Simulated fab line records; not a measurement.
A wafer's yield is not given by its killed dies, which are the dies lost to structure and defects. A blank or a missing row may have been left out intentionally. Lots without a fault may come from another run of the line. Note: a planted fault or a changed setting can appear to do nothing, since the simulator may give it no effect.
Chamber matching / flow nand-harc / 4 sister chambers for NHARC_A_STAIRCASE_ETCH_444 on rie-diel-10
The step etches the open film in C4F8/O2, target depth 10200 nm, time 3400 s. 4 wafers are shown with their chamber, then 8 later ones without.

## WAFERS, EACH WITH ITS CHAMBER
wafer=L090.1; chamber=0; rf-vpp-V (V)=800
wafer=L093.3; chamber=1; rf-vpp-V (V)=810
wafer=L093.4; chamber=2; rf-vpp-V (V)=802
wafer=L091.1; chamber=3; rf-vpp-V (V)=806

## WAFERS WHOSE CHAMBER IS MISSING
wafer=L091.5; rf-vpp-V (V)=805
wafer=L091.6; rf-vpp-V (V)=803
wafer=L096.2; rf-vpp-V (V)=812
wafer=L096.4; rf-vpp-V (V)=803
wafer=L096.6; rf-vpp-V (V)=805
wafer=L097.1; rf-vpp-V (V)=813
wafer=L097.3; rf-vpp-V (V)=803
wafer=L097.5; rf-vpp-V (V)=802

## THE CHAMBER EACH PASSED THROUGH
wafer=L091.5; from the rows above=can't be placed: 3 or 2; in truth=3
wafer=L091.6; from the rows above=can't be placed: 2 or 0 or 3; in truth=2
wafer=L096.2; from the rows above=1; in truth=1
wafer=L096.4; from the rows above=can't be placed: 2 or 0 or 3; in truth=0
wafer=L096.6; from the rows above=can't be placed: 3 or 2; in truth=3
wafer=L097.1; from the rows above=1; in truth=1
wafer=L097.3; from the rows above=can't be placed: 2 or 0 or 3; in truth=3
wafer=L097.5; from the rows above=can't be placed: 2 or 0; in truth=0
Correctly placed: 2 of 8. Can't be placed from these rows: 6 (the true chamber is among the candidates in 6). Number placed wrongly: 0.
How it was worked out, from the rows above alone: a wafer's distance from a chamber is the root of the sum, over the readings, of the square of ((its reading less the chamber's mean) divided by the reading's scatter). If the next closest chamber is less than 2 further off than the closest, the wafer can't be placed; otherwise it belongs to the closest. Each chamber's mean is taken over the wafers shown for it. The scatter: with one shown wafer a chamber, the root of the mean of the squares of how far each hidden wafer lies from its nearest shown one.
